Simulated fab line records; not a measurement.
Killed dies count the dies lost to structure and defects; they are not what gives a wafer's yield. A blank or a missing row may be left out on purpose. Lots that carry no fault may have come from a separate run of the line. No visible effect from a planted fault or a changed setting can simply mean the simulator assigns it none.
Matching of chambers | flow n5 finfet | N5_FIN_SAQP_SPACER2_ALD_28 on ald sin-02 has 4 sister chambers
The step deposits SiO2, target thk 8.1 nm, pulse time 1 s, purge time 2 s. 8 wafers are shown with their chamber, then 12 later ones without.

== WAFERS, EACH WITH ITS CHAMBER ==
wafer  | chamber | heater power w (W) | precursor pulse height rel
L084.1 | 2       | 477                | 0.977
L084.5 | 3       | 554                | 1.008
L084.6 | 2       | 491                | 0.998
L085.3 | 3       | 568                | 0.988
L085.4 | 0       | 459                | 0.999
L087.2 | 1       | 437                | 0.992
L087.4 | 0       | 456                | 1.003
L087.6 | 1       | 425                | 0.998

== WAFERS MISSING THEIR CHAMBER ==
wafer  | heater power w (W) | precursor pulse height rel
L088.1 | 428                | 1.039
L088.3 | 471                | 1.007
L088.5 | 482                | 1.029
L090.2 | 561                | 1.001
L090.3 | 420                | 0.970
L090.4 | 482                | 1.008
L091.2 | 466                | 0.986
L091.3 | 429                | 0.997
L091.5 | 551                | 0.978
L095.1 | 434                | 1.027
L095.3 | 554                | 0.981
L095.5 | 561                | 0.987

== THE CHAMBER EACH PASSED THROUGH ==
wafer  | from the rows above     | in truth
L088.1 | can't be placed: 1 or 0 | 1
L088.3 | can't be placed: 0 or 2 | 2
L088.5 | can't be placed: 2 or 0 | 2
L090.2 | 3                       | 3
L090.3 | 1                       | 1
L090.4 | can't be placed: 2 or 0 | 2
L091.2 | can't be placed: 0 or 2 | 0
L091.3 | 1                       | 1
L091.5 | 3                       | 3
L095.1 | can't be placed: 1 or 0 | 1
L095.3 | 3                       | 3
L095.5 | 3                       | 3
Placed correctly: 6 of 12. Unplaceable from these rows: 6, with the true chamber sitting among the candidates in 6. 0 placed wrongly.
How it was worked out, from the rows above alone: a wafer's distance from a chamber is the root of the sum, over the readings, of the square of ((its reading less the chamber's mean) divided by the reading's scatter). The wafer belongs to the nearest chamber; if the next one is less than 2 further off, it can't be placed. Each chamber's mean is taken over the wafers shown for it. The scatter is the square root of a quotient: the sum, over the shown wafers, of each reading's squared deviation from its chamber's mean, divided by wafers minus chambers.
